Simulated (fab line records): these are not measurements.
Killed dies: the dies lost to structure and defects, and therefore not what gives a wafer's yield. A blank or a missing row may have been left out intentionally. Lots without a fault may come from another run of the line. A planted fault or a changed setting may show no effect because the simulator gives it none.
Matching of chambers || flow n5 finfet || rie diel-02 running N5_BEOL_M0_SAQP_STRIP_86: 4 sister chambers
The step strips in N2/H2. 4 wafers are shown with their chamber, then 10 later ones without.

WAFERS, EACH WITH ITS CHAMBER
{"wafer": "L087.2", "chamber": 1, "drypump motor current A (A)": 5.2}
{"wafer": "L087.3", "chamber": 2, "drypump motor current A (A)": 5.8}
{"wafer": "L092.1", "chamber": 3, "drypump motor current A (A)": 5.5}
{"wafer": "L092.4", "chamber": 0, "drypump motor current A (A)": 5.0}

WAFERS WHOSE CHAMBER IS MISSING
{"wafer": "L092.5", "drypump motor current A (A)": 5.2}
{"wafer": "L093.1", "drypump motor current A (A)": 5.4}
{"wafer": "L093.4", "drypump motor current A (A)": 5.0}
{"wafer": "L093.6", "drypump motor current A (A)": 5.8}
{"wafer": "L095.2", "drypump motor current A (A)": 5.0}
{"wafer": "L095.4", "drypump motor current A (A)": 5.8}
{"wafer": "L095.5", "drypump motor current A (A)": 5.2}
{"wafer": "L096.3", "drypump motor current A (A)": 5.5}
{"wafer": "L096.4", "drypump motor current A (A)": 5.8}
{"wafer": "L096.6", "drypump motor current A (A)": 5.8}

THE CHAMBER EACH PASSED THROUGH
{"wafer": "L092.5", "from the rows above": 1, "in truth": 1}
{"wafer": "L093.1", "from the rows above": 3, "in truth": 3}
{"wafer": "L093.4", "from the rows above": 0, "in truth": 0}
{"wafer": "L093.6", "from the rows above": 2, "in truth": 2}
{"wafer": "L095.2", "from the rows above": 0, "in truth": 0}
{"wafer": "L095.4", "from the rows above": 2, "in truth": 2}
{"wafer": "L095.5", "from the rows above": 1, "in truth": 1}
{"wafer": "L096.3", "from the rows above": 3, "in truth": 3}
{"wafer": "L096.4", "from the rows above": 2, "in truth": 2}
{"wafer": "L096.6", "from the rows above": 2, "in truth": 2}
Correct placement for 10 of the 10. From these rows, 0 cannot be placed. Placed wrongly: 0.
How it was worked out, from the rows above alone: a wafer's distance from a chamber is the root of the sum, over the readings, of the square of ((its reading less the chamber's mean) divided by the reading's scatter). If the next closest chamber is less than 2 further off than the closest, the wafer can't be placed; otherwise it belongs to the closest. For every chamber, the mean is computed from those of its wafers that are shown. The scatter: with one shown wafer a chamber, the root of the mean of the squares of how far each hidden wafer lies from its nearest shown one.
